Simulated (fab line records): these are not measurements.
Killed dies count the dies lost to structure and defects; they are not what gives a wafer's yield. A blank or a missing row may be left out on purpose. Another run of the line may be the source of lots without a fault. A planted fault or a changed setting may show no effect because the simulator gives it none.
Chamber matching    flow n5_finfet    3 sister chambers for N5_BEOL_M0_SAQP_PECVD_96 on pecvd-03
The step deposits a-Si from SiH4/He, target thk 45 nm, time 45.2 s. 16 wafers are shown with their chamber, then 8 later ones without.

== EACH WAFER AND ITS CHAMBER ==
wafer   chamber  throttle_valve_pct (%)  showerhead_plenum_p_Torr (Torr)  heater_power_w (W)
L074.2  0        18.7                    5.63                             593
L074.3  1        18.9                    5.75                             688
L074.4  0        18.6                    5.63                             604
L075.1  2        17.0                    5.67                             636
L075.3  0        18.6                    5.63                             632
L075.5  0        18.6                    5.62                             629
L080.2  0        18.6                    5.64                             689
L080.4  0        19.1                    5.64                             700
L080.5  1        19.0                    5.73                             676
L081.1  0        18.7                    5.64                             610
L081.2  1        18.8                    5.73                             590
L081.3  2        17.1                    5.67                             671
L082.1  0        18.6                    5.64                             676
L082.3  1        18.9                    5.74                             654
L082.6  0        18.6                    5.63                             678
L090.1  1        18.8                    5.75                             676

SIGNATURES, as means of the wafers listed above
reading                   chamber 0  chamber 1  chamber 2  scatter within a chamber
throttle_valve_pct        18.678     18.880     17.050     0.138
showerhead_plenum_p_Torr  5.6333     5.7400     5.6700     0.00784
heater_power_w            645.67     656.80     653.50     39.1
Rule: for a wafer and a chamber, the distance is found by dividing, reading by reading, the gap between the wafer's reading and the chamber's mean by the reading's scatter, squaring, summing and taking the root. The wafer belongs to the nearest chamber; if the next one is less than 2 further off, it can't be placed. The scatter: the root of (the sum of the squares of (reading less its chamber's mean) over the shown wafers, divided by (wafers less chambers)).

== WAFERS WITHOUT THEIR CHAMBER ==
wafer   throttle_valve_pct (%)  showerhead_plenum_p_Torr (Torr)  heater_power_w (W)
L090.2  17.0                    5.68                             632
L090.3  18.9                    5.63                             647
L091.2  18.7                    5.75                             568
L091.4  17.0                    5.67                             673
L091.5  19.0                    5.65                             686
L093.1  17.2                    5.65                             711
L093.3  18.6                    5.73                             567
L093.5  16.8                    5.67                             722

== CHAMBER TAKEN BY EACH ==
wafer   from the rows above  in truth
L090.2  2                    2
L090.3  0                    0
L091.2  1                    1
L091.4  2                    2
L091.5  0                    0
L093.1  2                    2
L093.3  1                    1
L093.5  2                    2
Correct placement for 8 of the 8. Not placeable from these rows: 0. 0 placed wrongly.
